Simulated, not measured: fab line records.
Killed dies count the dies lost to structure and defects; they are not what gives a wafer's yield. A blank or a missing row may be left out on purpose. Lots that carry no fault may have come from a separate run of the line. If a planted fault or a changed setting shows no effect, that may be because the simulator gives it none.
Chamber matching + flow n5Finfet + 4 sister chambers for N5_MOL_CONTACT_COAG_STRIP_72 on rieDiel-06
The step strips in N2/H2. 4 wafers are shown with their chamber, then 10 later ones without.

WAFERS, EACH WITH ITS CHAMBER
| wafer  | chamber | showerheadPlenumPTorr (Torr) |
|--------|---------|------------------------------|
| L082.1 | 3       | 2.41                         |
| L083.1 | 1       | 2.52                         |
| L086.1 | 2       | 2.48                         |
| L086.2 | 0       | 2.70                         |

WAFERS MISSING THEIR CHAMBER
| wafer  | showerheadPlenumPTorr (Torr) |
|--------|------------------------------|
| L086.6 | 2.48                         |
| L089.3 | 2.69                         |
| L089.5 | 2.41                         |
| L089.6 | 2.69                         |
| L090.1 | 2.52                         |
| L090.2 | 2.48                         |
| L090.4 | 2.41                         |
| L095.1 | 2.40                         |
| L095.2 | 2.69                         |
| L095.5 | 2.52                         |

CHAMBER TAKEN BY EACH
| wafer  | from the rows above | in truth |
|--------|---------------------|----------|
| L086.6 | 2                   | 2        |
| L089.3 | 0                   | 0        |
| L089.5 | 3                   | 3        |
| L089.6 | 0                   | 0        |
| L090.1 | 1                   | 1        |
| L090.2 | 2                   | 2        |
| L090.4 | 3                   | 3        |
| L095.1 | 3                   | 3        |
| L095.2 | 0                   | 0        |
| L095.5 | 1                   | 1        |
10 of 10 placed correctly. Not placeable from these rows: 0. Wrongly placed: 0.
How it was worked out, from the rows above alone: a wafer's distance from a chamber is the root of the sum, over the readings, of the square of ((its reading less the chamber's mean) divided by the reading's scatter). If the next closest chamber is less than 2 further off than the closest, the wafer can't be placed; otherwise it belongs to the closest. Each chamber's mean is taken over the wafers shown for it. The scatter: with one shown wafer a chamber, the root of the mean of the squares of how far each hidden wafer lies from its nearest shown one.
